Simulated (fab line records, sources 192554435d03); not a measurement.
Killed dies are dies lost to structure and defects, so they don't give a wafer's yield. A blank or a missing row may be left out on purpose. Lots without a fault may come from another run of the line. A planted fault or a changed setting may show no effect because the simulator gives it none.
Split-lot experiment | flow n5_finfet | 7 lots, 21 wafers read, on a route of 1938 steps

THE SPLIT
At N5_BEOL_M3_COAT_73 (time 60 s, resist thk 5 nm), the setting spin_rpm was moved away from the recipe's 1500 rpm on 9 of the 21 wafers read, by -11.0% to +9.1%. The other wafers ran this setting at the recipe's value.

FROM THE SPLIT TO THE READING: what the file shows between them, 3 steps
- N5_BEOL_M3_COAT_05: resist thk 30 nm
- N5_BEOL_M3_EBR_07
- N5_BEOL_M3_DESCUM_16: chemistry O2, time 7 s

THE READING
etch.depth_nm (the simulator's own value, which no gauge read), in nm, at N5_BEOL_M3_ETCH_74 (etches underlayer in N2/H2, target depth 6.5 nm, time 5.2 s). The file gives no usual value for it. The 12 wafers here that ran the recipe average 5.002 nm, standard deviation 0.011 nm.

wafer  | tool, chamber at the split | spin_rpm as run, rpm | against the recipe | etch.depth_nm, nm | against lot-mates on the recipe
L075.2 | litho_track-05, 0          | 1500                 | recipe             | 4.996             | -
L075.4 | litho_track-05, 0          | 1456                 | -2.9%              | 5.065             | +0.069
L075.6 | litho_track-05, 0          | 1456                 | -2.9%              | 5.072             | +0.076
L085.2 | litho_track-05, 0          | 1500                 | recipe             | 5.02              | -
L085.3 | litho_track-05, 0          | 1500                 | recipe             | 4.999             | -
L085.5 | litho_track-05, 0          | 1636                 | +9.1%              | 4.8               | -0.209
L087.1 | litho_track-05, 0          | 1335                 | -11.0%             | 5.318             | +0.328
L087.2 | litho_track-05, 0          | 1500                 | recipe             | 4.99              | -
L087.3 | litho_track-05, 0          | 1500                 | recipe             | 4.99              | -
L092.2 | litho_track-05, 0          | 1634                 | +8.9%              | 4.754             | -0.233
L092.5 | litho_track-05, 0          | 1634                 | +8.9%              | 4.778             | -0.209
L092.6 | litho_track-05, 0          | 1500                 | recipe             | 4.987             | -
L093.1 | litho_track-01, 0          | 1500                 | recipe             | 4.996             | -
L093.4 | litho_track-01, 0          | 1500                 | recipe             | 5.01              | -
L093.6 | litho_track-01, 0          | 1500                 | recipe             | 5.02              | -
L097.1 | litho_track-05, 0          | 1613                 | +7.5%              | 4.811             | no lot-mate on the recipe
L097.2 | litho_track-05, 0          | 1613                 | +7.5%              | 4.81              | no lot-mate on the recipe
L097.4 | litho_track-05, 0          | 1613                 | +7.5%              | 4.804             | no lot-mate on the recipe
L094.2 | litho_track-03, 0          | 1500                 | recipe             | 5.007             | -
L094.4 | litho_track-03, 0          | 1500                 | recipe             | 5.007             | -
L094.6 | litho_track-03, 0          | 1500                 | recipe             | 5.007             | -

THE FIT
A straight line over all 21 wafers: etch.depth_nm changes by -0.0261 nm for each +1% of spin_rpm; r = -0.99; the points scatter about the line by 0.014 nm.
The same after taking each lot's own level away (the mean of its wafers on the recipe; 18 wafers): -0.0261 nm for each +1%; r = -0.99; scatter 0.014 nm.
On that fit, the largest move of spin_rpm shifts the reading by 0.29 nm.
The lots' own levels span 4.9870 to 5.0095 nm, that is 2.1 times the standard deviation above.
So the lot-to-lot level changes the slope little: the two slopes agree.
Check: with one of the wafers moved furthest among these (-11.0%) left out of the fit, the line predicts +0.267 nm for it against its lot-mates. It came out at +0.328 nm against them.

THE FILE'S OWN FIT
etch.depth_nm changes by -0.0264 nm for each +1% of spin_rpm, r = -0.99.
